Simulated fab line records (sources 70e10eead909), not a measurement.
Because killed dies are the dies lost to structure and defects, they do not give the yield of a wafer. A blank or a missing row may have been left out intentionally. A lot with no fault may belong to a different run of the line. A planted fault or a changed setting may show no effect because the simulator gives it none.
fab line records	flow nand_harc
record: lots: 24	wafers: 72	last_day: 24
route steps=1159 shown P_GATE@190 P_CONTACT@217 P_M0@283 P_M1@305
lots that met no fault: from a run of the same line without faults
start_h: hours from the record's first day to the start of the lot's first wafer shown	wait_h: hours from the lot's prior step to this one	" same as the row above	L1.1+2: several wafers, shown together as one row	- no value present, or no start provided	* or withheld: withheld	< > ~ a bound
route shown NAME@n: names a module that has steps shown in the file, with the first one's number in the route	usual: mean and standard deviation over wafers with no fault	same: alike in all rows	chamber/n: place in a boat	sites: per-site readings	_std_site: the standard deviation of these	_edge_site: mean of outer sites minus mean of inner sites	radius_mm: for every site, how far away it sits from the centre of the wafer	mask NAME#n: copy n	behind: the last tool/chamber to shape the wafer	hold: the reason the lot was held/the length of the hold in hours/how it ended	device: which transistor (n, p or np) failed to switch	end of line: the route-end tests of the same wafers	for a step that has no rows: nothing shown but its recipe	killed: dies that structure and defects cost at the first sort, which is not the same as the wafer's yield	map: the dies of a wafer, with x for killed, . for not killed, _ for no die there
set.NAME: the setting the step ran with; set.NAME@STEP: the setting that earlier step ran with	model.NAME: the simulator's own value behind a step, which no gauge read
route steps across a sampled set of lots; one table per step, one row per wafer
services: when a tool's chamber went out of use (start_h, in hours from the record's first day, below 0 if earlier), for how many hours, and the reason
== steps ==
step: NHARC_P_GATE_STRIP_76
recipe: power_w: 1500	temp_c: 250	chemistry: O2
usual: drypump_motor_current_A: 6.18/0.2	heater_power_w: 332/22	temp_c: 250.00/0.18
lot.wafer	tool	chamber	start_h	wait_h	drypump_motor_current_A	heater_power_w	rf_hours_counter_h	temp_c
L074.2	plasma_asher-02	0	100.36	0.2	6.35	303	29	250.06
L074.5	"	1	"	"	5.97	338	-	250.15
L074.6	"	0	"	"	6.42	303	-	250.03
L075.3	plasma_asher-02	0	101.12	0.2	6.42	303	-	250.33
L075.4	"	1	"	"	5.98	347	-	250.03
L075.5	"	0	"	"	6.36	303	-	250.11
L077.1	plasma_asher-01	1	115.13	0.2	5.98	327	2	250.01
L077.3	"	1	"	"	5.97	325	-	250.20
L077.4	"	0	"	"	6.36	363	-	249.93
L076.2	plasma_asher-02	1	115.49	0.2	5.99	339	38	250.06
L076.1	"	0	"	"	6.38	309	38	249.75
L076.5	"	0	"	"	6.43	299	-	249.96
L079.2	plasma_asher-02	1	129.76	0.2	6.00	342	42	250.31
L079.5	"	1	"	"	6.00	336	-	250.02
L079.6	"	0	"	"	6.39	309	-	249.91
L078.1	plasma_asher-01	0	130.12	0.2	6.36	356	6	249.98
L078.2	"	1	"	"	5.97	327	6	249.81
L078.3	"	1	"	"	5.96	324	-	249.95
L080.3	plasma_asher-01	1	137.21	0.2	5.97	322	-	250.01
L080.4	"	0	"	"	6.33	360	-	249.83
L080.5	"	0	"	"	6.35	353	-	250.00
L081.1	plasma_asher-01	0	149.44	0.2	6.36	365	10	249.93
L081.4	"	1	"	"	5.95	330	-	249.56
L081.5	"	0	"	"	6.35	348	-	249.83
L082.2	plasma_asher-02	0	155.40	0.2	6.38	301	49	250.29
L082.4	"	1	"	"	5.98	334	-	249.99
L082.3	"	0	"	"	6.41	307	-	250.05
L083.1	plasma_asher-02	0	158.41	2.9	6.37	300	50	250.22
L083.2	"	1	"	"	5.97	339	50	250.07
L083.6	"	1	"	"	5.98	342	-	249.96
L084.2	plasma_asher-02	0	168.40	0.2	6.43	307	52	250.08
L084.4	"	0	"	"	6.38	304	-	249.77
L084.5	"	1	"	"	6.01	341	-	250.15
L087.2	plasma_asher-01	1	183.31	0.2	5.97	329	23	250.10
L087.1	"	0	"	"	6.35	356	23	250.11
L087.4	"	1	"	"	5.95	323	-	250.41
L085.1	plasma_asher-01	1	184.49	0.2	5.98	324	24	249.92
L085.4	"	1	"	"	5.97	324	-	249.96
L085.6	"	1	"	"	5.96	321	-	250.10
L086.2	plasma_asher-01	1	185.88	0.2	5.98	321	25	249.89
L086.6	"	0	"	"	6.35	355	-	250.03
L086.5	"	1	"	"	5.98	329	-	250.19
L089.3	plasma_asher-01	0	193.42	0.2	6.34	356	-	250.32
L089.4	"	1	"	"	5.96	324	-	249.94
L089.6	"	0	"	"	6.37	356	-	250.10
L088.1	plasma_asher-02	0	193.75	0.2	6.38	295	1	250.08
L088.4	"	0	"	"	6.41	298	-	250.10
L088.6	"	1	"	"	5.97	348	-	249.89
L090.2	plasma_asher-01	0	203.60	0.2	6.35	362	34	249.93
L090.4	"	0	"	"	6.37	367	-	249.84
L090.5	"	0	"	"	6.35	358	-	250.03
L091.2	plasma_asher-01	0	205.20	0.2	6.35	368	35	249.90
L091.3	"	0	"	"	6.34	357	-	249.62
L091.5	"	0	"	"	6.35	359	-	249.38
L093.1	plasma_asher-02	1	213.94	0.2	5.97	342	8	249.84
L093.2	"	0	"	"	6.39	302	8	249.96
L093.6	"	0	"	"	6.37	296	-	249.97
L092.1	plasma_asher-01	1	214.47	0.2	5.97	334	37	249.93
L092.3	"	0	"	"	6.34	357	-	250.12
L092.6	"	0	"	"	6.33	363	-	250.26
L095.2	plasma_asher-01	1	223.97	0.2	5.95	325	42	249.70
L095.3	"	0	"	"	6.36	365	-	249.80
L095.6	"	0	"	"	6.37	356	-	249.77
L094.1	plasma_asher-02	0	224.49	0.2	6.40	302	11	250.20
L094.4	"	0	"	"	6.39	298	-	249.79
L094.5	"	1	"	"	6.01	347	-	249.87
L096.2	plasma_asher-02	1	232.57	0.2	6.01	345	13	250.04
L096.3	"	0	"	"	6.38	298	-	250.20
L096.4	"	1	"	"	5.97	352	-	249.94
L097.2	plasma_asher-02	1	240.73	0.2	5.97	343	15	249.93
L097.1	"	0	"	"	6.42	300	15	249.95
L097.4	"	1	"	"	5.97	346	-	250.06
step: NHARC_P_CONTACT_DEP_30
recipe: target_thk_a: 300	temp_c: 400	target_thk_nm: 30	flow_sccm: 200	rf_w: 450	material: SiNx
usual: heater_power_outer_w: 435/70	heater_power_w: 735/92
lot.wafer	tool	chamber	start_h	wait_h	heater_power_outer_w	heater_power_w
L074.2	pecvd-04	1	105.77	0.3	368	646
L074.6	"	0	"	"	372	634
L074.5	"	1	"	"	363	661
L075.3	pecvd-01	0	106.31	0.2	420	753
L075.5	"	0	"	"	423	728
L075.4	"	2	"	"	379	709
L077.1	pecvd-04	0	119.19	0.1	415	702
L077.3	"	1	"	"	347	632
L077.4	"	1	"	"	338	622
L076.1	pecvd-04	2	119.68	0.2	514	827
L076.2	"	0	"	"	370	651
L076.5	"	2	"	"	513	811
L079.2	pecvd-01	2	133.84	0.1	350	654
L079.5	"	2	"	"	350	661
L079.6	"	0	"	"	351	643
L078.2	pecvd-04	1	134.69	0.1	348	623
L078.1	"	2	"	"	463	776
L078.3	"	0	"	"	427	704
L080.3	pecvd-02	0	141.34	0.1	504	757
L080.4	"	1	"	"	372	614
L080.5	"	0	"	"	490	773
L081.1	pecvd-01	0	153.70	0.1	434	745
L081.5	"	0	"	"	444	767
L081.4	"	1	"	"	444	744
L082.3	pecvd-04	1	159.87	0.1	371	653
L082.2	"	0	"	"	413	688
L082.4	"	2	"	"	405	708
L083.2	pecvd-04	0	162.80	0.4	445	732
L083.1	"	2	"	"	531	847
L083.6	"	0	"	"	438	741
L084.2	pecvd-01	1	172.46	0.1	459	784
L084.5	"	1	"	"	460	762
L084.4	"	2	"	"	390	689
L087.2	pecvd-01	2	187.47	0.1	374	690
L087.1	"	0	"	"	360	660
L087.4	"	2	"	"	361	679
L085.1	pecvd-02	0	188.62	0.1	512	803
L085.4	"	1	"	"	455	776
L085.6	"	2	"	"	537	917
L086.2	pecvd-04	0	189.92	0.1	408	714
L086.5	"	1	"	"	340	619
L086.6	"	2	"	"	413	697
L089.3	pecvd-02	2	197.54	0.2	577	969
L089.4	"	2	"	"	571	976
L089.6	"	0	"	"	415	666
L088.1	pecvd-02	2	198.28	0.5	570	924
L088.6	"	0	"	"	506	802
L088.4	"	1	"	"	389	675
L090.2	pecvd-02	2	207.72	0.1	558	921
L090.4	"	2	"	"	551	908
L090.5	"	0	"	"	480	760
L091.3	pecvd-02	2	209.55	0.5	567	968
L091.2	"	1	"	"	467	755
L091.5	"	2	"	"	590	975
L093.2	pecvd-01	1	218.30	0.4	429	724
L093.1	"	0	"	"	457	767
L093.6	"	1	"	"	443	722
L092.1	pecvd-04	0	218.69	0.4	512	821
L092.3	"	1	"	"	364	674
L092.6	"	1	"	"	373	687
L095.3	pecvd-04	2	228.25	0.1	467	716
L095.2	"	0	"	"	501	820
L095.6	"	0	"	"	397	679
L094.1	pecvd-02	0	228.78	0.1	439	695
L094.4	"	2	"	"	609	985
L094.5	"	0	"	"	441	700
L096.2	pecvd-01	1	236.86	0.1	427	718
L096.3	"	2	"	"	385	696
L096.4	"	1	"	"	427	728
L097.2	pecvd-04	0	244.90	0.1	395	669
L097.1	"	1	"	"	312	614
L097.4	"	0	"	"	408	682
step: NHARC_P_M0_PRE_CLEAN_31
recipe: time_s: 12	temp_c: 370	rf_power_w: 300	gas: NH3
usual: heater_power_outer_w: 360/46	heater_power_w: 634/61
lot.wafer	tool	chamber	start_h	wait_h	heater_power_outer_w	heater_power_w
L074.2	pecvd-01	2	117.78	0.1	325	617
L074.5	"	0	"	"	350	635
L074.6	"	1	"	"	396	689
L075.3	pecvd-01	2	118.39	0.1	327	609
L075.5	"	2	"	"	312	610
L075.4	"	0	"	"	299	560
L077.3	pecvd-03	0	136.88	0.1	303	550
L077.1	"	2	"	"	407	712
L077.4	"	1	"	"	334	637
L076.1	pecvd-03	1	137.81	0.1	404	718
L076.2	"	0	"	"	323	580
L076.5	"	0	"	"	323	575
L079.2	pecvd-03	1	150.83	0.1	344	644
L079.5	"	1	"	"	338	632
L079.6	"	2	"	"	413	680
L078.2	pecvd-04	1	151.12	0.1	271	501
L078.3	"	2	"	"	397	661
L078.1	"	0	"	"	383	668
L080.3	pecvd-03	0	151.22	0.1	319	581
L080.5	"	0	"	"	318	578
L080.4	"	2	"	"	409	697
L081.1	pecvd-03	1	162.86	0.3	374	662
L081.4	"	0	"	"	289	537
L081.5	"	2	"	"	358	634
L082.2	pecvd-01	0	168.35	0.1	340	629
L082.3	"	2	"	"	348	625
L082.4	"	1	"	"	353	627
L083.1	pecvd-01	1	177.17	0.1	412	693
L083.2	"	2	"	"	359	636
L083.6	"	1	"	"	417	692
L084.2	pecvd-03	2	182.71	0.1	425	706
L084.5	"	0	"	"	323	567
L084.4	"	1	"	"	412	718
L087.2	pecvd-03	0	196.71	0.1	310	568
L087.1	"	2	"	"	418	702
L087.4	"	1	"	"	415	726
L085.1	pecvd-03	0	197.26	0.1	282	515
L085.4	"	1	"	"	397	694
L085.6	"	0	"	"	281	515
L086.2	pecvd-01	1	198.46	0.1	385	659
L086.5	"	0	"	"	350	613
L086.6	"	1	"	"	379	670
L089.3	pecvd-01	0	211.38	0.1	384	667
L089.4	"	1	"	"	390	670
L089.6	"	1	"	"	383	682
L088.1	pecvd-03	2	212.73	0.1	352	595
L088.4	"	0	"	"	247	467
L088.6	"	1	"	"	376	674
L090.2	pecvd-01	0	223.85	0.1	354	647
L090.4	"	2	"	"	316	599
L090.5	"	0	"	"	370	632
L091.3	pecvd-01	0	224.46	0.1	354	649
L091.2	"	1	"	"	344	604
L091.5	"	0	"	"	371	647
L093.2	pecvd-03	0	227.01	0.1	324	573
L093.1	"	2	"	"	376	650
L093.6	"	0	"	"	319	581
L092.1	pecvd-03	2	228.59	0.1	378	658
L092.3	"	2	"	"	372	656
L092.6	"	2	"	"	369	664
L095.3	pecvd-03	1	238.85	0.1	428	742
L095.2	"	2	"	"	414	712
L095.6	"	2	"	"	429	705
L094.1	pecvd-03	1	239.22	0.1	376	665
L094.4	"	0	"	"	297	547
L094.5	"	1	"	"	374	675
L096.2	pecvd-04	0	246.00	0.1	410	691
L096.3	"	1	"	"	320	582
L096.4	"	0	"	"	412	675
L097.2	pecvd-04	0	254.15	0.1	407	669
L097.1	"	1	"	"	333	611
L097.4	"	2	"	"	383	612
step: NHARC_P_M0_DEP_32
recipe: target_thk_a: 300	temp_c: 370	target_thk_nm: 30	pressure_torr: 3	flow_sccm: 200	rf_w: 450	material: SiCN
usual: heater_power_outer_w: 312/47	heater_power_w: 571/63
lot.wafer	tool	chamber	start_h	wait_h	heater_power_outer_w	heater_power_w
L074.2	pecvd-01	2	117.92	0.1	248	516
L074.5	"	0	"	"	297	565
L074.6	"	1	"	"	363	633
L075.3	pecvd-01	2	118.47	0.1	276	542
L075.5	"	2	"	"	278	536
L075.4	"	0	"	"	277	532
L077.3	pecvd-03	0	136.96	0.1	270	505
L077.1	"	2	"	"	364	636
L077.4	"	1	"	"	322	600
L076.1	pecvd-03	1	137.89	0.1	332	624
L076.2	"	0	"	"	223	453
L076.5	"	0	"	"	219	460
L079.2	pecvd-03	1	150.94	0.1	301	576
L079.5	"	1	"	"	302	544
L079.6	"	2	"	"	339	605
L078.2	pecvd-04	1	151.20	0.1	268	514
L078.3	"	2	"	"	363	609
L078.1	"	0	"	"	371	638
L080.3	pecvd-03	0	151.30	0.1	277	518
L080.5	"	0	"	"	279	514
L080.4	"	2	"	"	298	541
L081.1	pecvd-03	1	162.97	0.1	307	581
L081.4	"	0	"	"	267	487
L081.5	"	2	"	"	363	653
L082.2	pecvd-01	0	168.42	0.1	349	635
L082.3	"	2	"	"	310	589
L082.4	"	1	"	"	358	622
L083.1	pecvd-01	1	177.24	0.1	352	641
L083.2	"	2	"	"	247	504
L083.6	"	1	"	"	358	637
L084.2	pecvd-03	2	182.78	0.1	360	623
L084.5	"	0	"	"	281	523
L084.4	"	1	"	"	304	591
L087.2	pecvd-03	0	196.79	0.1	232	455
L087.1	"	2	"	"	323	562
L087.4	"	1	"	"	383	692
L085.1	pecvd-03	0	197.40	0.1	253	514
L085.4	"	1	"	"	341	606
L085.6	"	0	"	"	266	496
L086.2	pecvd-01	1	198.63	0.1	303	567
L086.5	"	0	"	"	287	565
L086.6	"	1	"	"	309	547
L089.3	pecvd-01	0	211.59	0.2	324	589
L089.4	"	1	"	"	299	546
L089.6	"	1	"	"	305	551
L088.1	pecvd-03	2	212.81	0.1	372	651
L088.4	"	0	"	"	270	503
L088.6	"	1	"	"	379	685
L090.2	pecvd-01	0	223.99	0.1	260	516
L090.4	"	2	"	"	308	563
L090.5	"	0	"	"	268	509
L091.3	pecvd-01	0	224.57	0.1	327	600
L091.2	"	1	"	"	355	629
L091.5	"	0	"	"	327	585
L093.2	pecvd-03	0	227.13	0.1	261	498
L093.1	"	2	"	"	327	577
L093.6	"	0	"	"	267	507
L092.1	pecvd-03	2	228.75	0.1	382	649
L092.3	"	2	"	"	381	667
L092.6	"	2	"	"	379	659
L095.3	pecvd-03	1	238.93	0.1	382	667
L095.2	"	2	"	"	348	604
L095.6	"	2	"	"	347	602
L094.1	pecvd-03	1	239.36	0.1	330	600
L094.4	"	0	"	"	217	430
L094.5	"	1	"	"	330	611
L096.2	pecvd-04	0	246.11	0.1	375	642
L096.3	"	1	"	"	272	524
L096.4	"	0	"	"	380	654
L097.2	pecvd-04	0	254.26	0.1	343	572
L097.1	"	1	"	"	243	489
L097.4	"	2	"	"	318	556
step: NHARC_P_M1_DEGAS_29
recipe: temp_c: 250	time_s: 60
usual: heater_power_w: 342/31
lot.wafer	tool	chamber	start_h	wait_h	heater_power_w
L074.2	pvd_sputter-03	-	120.21	-	342
L074.6	"	-	"	"	338
L074.5	"	-	"	"	287
L075.3	pvd_sputter-02	-	120.91	-	333
L075.4	"	-	"	"	331
L075.5	"	-	"	"	350
L077.4	pvd_sputter-01	-	139.30	-	376
L077.3	"	-	"	"	400
L077.1	"	-	"	"	324
L076.1	pvd_sputter-03	-	140.33	-	340
L076.2	"	-	"	"	294
L076.5	"	-	"	"	373
L079.2	pvd_sputter-03	-	153.21	-	292
L079.5	"	-	"	"	350
L079.6	"	-	"	"	284
L078.2	pvd_sputter-01	-	153.75	-	394
L078.1	"	-	"	"	298
L078.3	"	-	"	"	324
L080.4	pvd_sputter-02	-	153.80	-	349
L080.3	"	-	"	"	347
L080.5	"	-	"	"	336
L081.1	pvd_sputter-01	-	165.24	-	293
L081.4	"	-	"	"	386
L081.5	"	-	"	"	329
L082.3	pvd_sputter-01	-	171.06	-	386
L082.2	"	-	"	"	299
L082.4	"	-	"	"	324
L083.1	pvd_sputter-01	-	179.67	-	327
L083.2	"	-	"	"	382
L083.6	"	-	"	"	292
L084.4	pvd_sputter-03	-	185.30	-	365
L084.2	"	-	"	"	294
L084.5	"	-	"	"	363
L087.2	pvd_sputter-03	-	199.41	-	331
L087.4	"	-	"	"	366
L087.1	"	-	"	"	338
L085.1	pvd_sputter-02	-	199.74	-	340
L085.4	"	-	"	"	353
L085.6	"	-	"	"	339
L086.2	pvd_sputter-02	-	201.28	-	349
L086.6	"	-	"	"	347
L086.5	"	-	"	"	337
L089.4	pvd_sputter-03	-	214.09	-	367
L089.3	"	-	"	"	286
L089.6	"	-	"	"	363
L088.4	pvd_sputter-03	-	215.32	-	367
L088.1	"	-	"	"	287
L088.6	"	-	"	"	338
L090.4	pvd_sputter-02	-	226.37	-	393
L090.2	"	-	"	"	347
L090.5	"	-	"	"	389
L091.3	pvd_sputter-01	-	227.29	-	372
L091.2	"	-	"	"	296
L091.5	"	-	"	"	379
L093.2	pvd_sputter-02	-	229.83	-	330
L093.1	"	-	"	"	391
L093.6	"	-	"	"	343
L092.3	pvd_sputter-03	-	231.31	-	292
L092.1	"	-	"	"	365
L092.6	"	-	"	"	297
L095.3	pvd_sputter-01	-	241.38	-	289
L095.2	"	-	"	"	323
L095.6	"	-	"	"	319
L094.4	pvd_sputter-02	-	241.82	-	382
L094.1	"	-	"	"	332
L094.5	"	-	"	"	387
L096.4	pvd_sputter-03	-	248.65	-	329
L096.3	"	-	"	"	368
L096.2	"	-	"	"	287
L097.2	pvd_sputter-01	-	256.71	-	378
L097.1	"	-	"	"	373
L097.4	"	-	"	"	302
step: NHARC_P_M1_CMP_23
recipe: t_overpolish_s: 20	target_thk_nm: 157.82
usual: motor_current_A: 12.4/1.6	pad_life_wafers: 360/120	time_to_endpoint_s: 28.3/2.1
lot.wafer	tool	chamber	start_h	wait_h	motor_current_A	pad_life_wafers	time_to_endpoint_s
L074.2	cmp-03	3	121.35	-	14.9	356	27.5
L074.5	"	1	"	"	12.8	-	28.1
L074.6	"	2	"	"	11.1	-	31.0
L075.3	cmp-03	3	122.01	-	14.5	361	27.0
L075.4	"	1	"	"	13.6	363	29.4
L075.5	"	3	"	"	14.0	-	27.6
L077.4	cmp-01	3	140.40	-	12.4	265	28.4
L077.3	"	0	"	"	12.6	266	26.9
L077.1	"	1	"	"	12.4	267	28.8
L076.1	cmp-04	3	141.52	-	11.1	162	26.4
L076.2	"	1	"	"	12.8	164	27.0
L076.5	"	0	"	"	12.0	-	27.1
L079.2	cmp-01	1	154.31	-	12.2	324	30.3
L079.5	"	1	"	"	12.2	-	32.4
L079.6	"	2	"	"	11.1	-	29.1
L078.2	cmp-03	2	154.87	-	10.9	546	26.3
L078.3	"	3	"	"	15.4	547	24.2
L078.1	"	0	"	"	11.7	548	27.3
L080.4	cmp-01	2	154.89	-	10.0	330	25.2
L080.3	"	0	"	"	12.4	332	29.2
L080.5	"	2	"	"	10.4	-	24.8
L081.4	cmp-01	2	166.32	-	10.2	420	30.2
L081.1	"	0	"	"	11.3	422	30.0
L081.5	"	3	"	"	13.0	-	28.4
L082.3	cmp-04	2	172.15	-	14.8	330	32.6
L082.2	"	3	"	"	10.5	331	28.3
L082.4	"	0	"	"	11.6	332	31.8
L083.1	cmp-04	1	180.77	-	12.5	372	31.5
L083.2	"	0	"	"	12.0	375	30.2
L083.6	"	2	"	"	15.8	-	28.1
L084.4	cmp-03	3	186.46	-	14.8	140	29.0
L084.2	"	0	"	"	11.6	141	32.2
L084.5	"	1	"	"	13.3	-	27.7
L087.2	cmp-04	2	200.49	-	16.5	486	28.2
L087.4	"	0	"	"	11.1	488	28.7
L087.1	"	1	"	"	13.2	489	30.6
L085.1	cmp-04	1	201.13	-	12.8	492	30.7
L085.4	"	2	"	"	16.0	493	28.8
L085.6	"	2	"	"	14.8	-	28.5
L086.2	cmp-04	2	202.67	-	14.7	498	29.0
L086.5	"	2	"	"	15.3	-	30.5
L086.6	"	3	"	"	10.8	-	26.3
L089.4	cmp-03	0	215.39	-	11.5	314	28.5
L089.3	"	1	"	"	13.3	315	29.2
L089.6	"	2	"	"	11.4	-	29.6
L088.4	cmp-01	1	216.64	-	12.4	198	28.8
L088.1	"	3	"	"	12.9	200	31.3
L088.6	"	2	"	"	10.2	-	27.5
L090.2	cmp-01	1	227.51	-	12.6	260	30.5
L090.4	"	2	"	"	10.4	261	26.1
L090.5	"	3	"	"	12.9	-	27.4
L091.2	cmp-04	1	228.39	-	12.7	126	29.1
L091.3	"	3	"	"	10.6	128	27.0
L091.5	"	2	"	"	15.3	-	28.6
L093.2	cmp-03	3	230.90	-	14.6	378	26.0
L093.1	"	2	"	"	11.2	381	30.3
L093.6	"	0	"	"	11.2	-	31.8
L092.3	cmp-03	3	232.45	-	14.9	397	25.7
L092.1	"	1	"	"	12.7	399	26.3
L092.6	"	2	"	"	11.5	-	26.4
L095.2	cmp-01	2	242.49	-	9.9	409	25.8
L095.3	"	3	"	"	13.3	410	28.0
L095.6	"	2	"	"	10.0	-	25.5
L094.4	cmp-01	3	242.98	-	12.3	416	25.7
L094.1	"	0	"	"	11.6	417	30.2
L094.5	"	2	"	"	10.5	-	26.7
L096.4	cmp-03	3	250.24	-	15.9	546	24.0
L096.2	"	0	"	"	10.9	547	28.6
L096.3	"	1	"	"	12.4	548	25.9
L097.1	cmp-01	0	257.79	-	11.9	498	29.2
L097.4	"	2	"	"	10.2	500	29.0
L097.2	"	3	"	"	13.0	501	29.9
== services ==
tool	chamber	start_h	hours	kind
cmp-01	-	78.76	0.6	repair
pvd_sputter-01	-	79.39	1.1	repair
cmp-01	-	81.65	4.0	pm
pecvd-01	2	86.25	6.5	repair
cmp-04	-	86.56	0.2	repair
cmp-03	-	96.85	0.9	repair
plasma_asher-01	-	99.15	9.0	pm
pvd_sputter-03	-	102.00	10.0	pm
pecvd-03	-	111.00	13.0	pm
cmp-01	-	130.09	0.4	repair
cmp-03	-	144.78	0.5	repair
cmp-01	-	145.22	1.7	repair
cmp-03	-	158.89	4.0	pm
pecvd-04	0	163.40	2.0	repair
cmp-03	-	168.37	3.5	repair
cmp-01	-	179.65	4.0	pm
plasma_asher-02	-	183.11	9.0	pm
pecvd-01	2	188.40	30.7	repair
pecvd-04	-	195.11	13.0	pm
pvd_sputter-01	-	198.96	10.0	pm
cmp-03	-	227.37	2.7	repair
pecvd-01	-	237.31	13.0	pm
cmp-01	-	253.05	2.2	repair
cmp-03	-	256.89	4.0	pm
== key ==
fault none
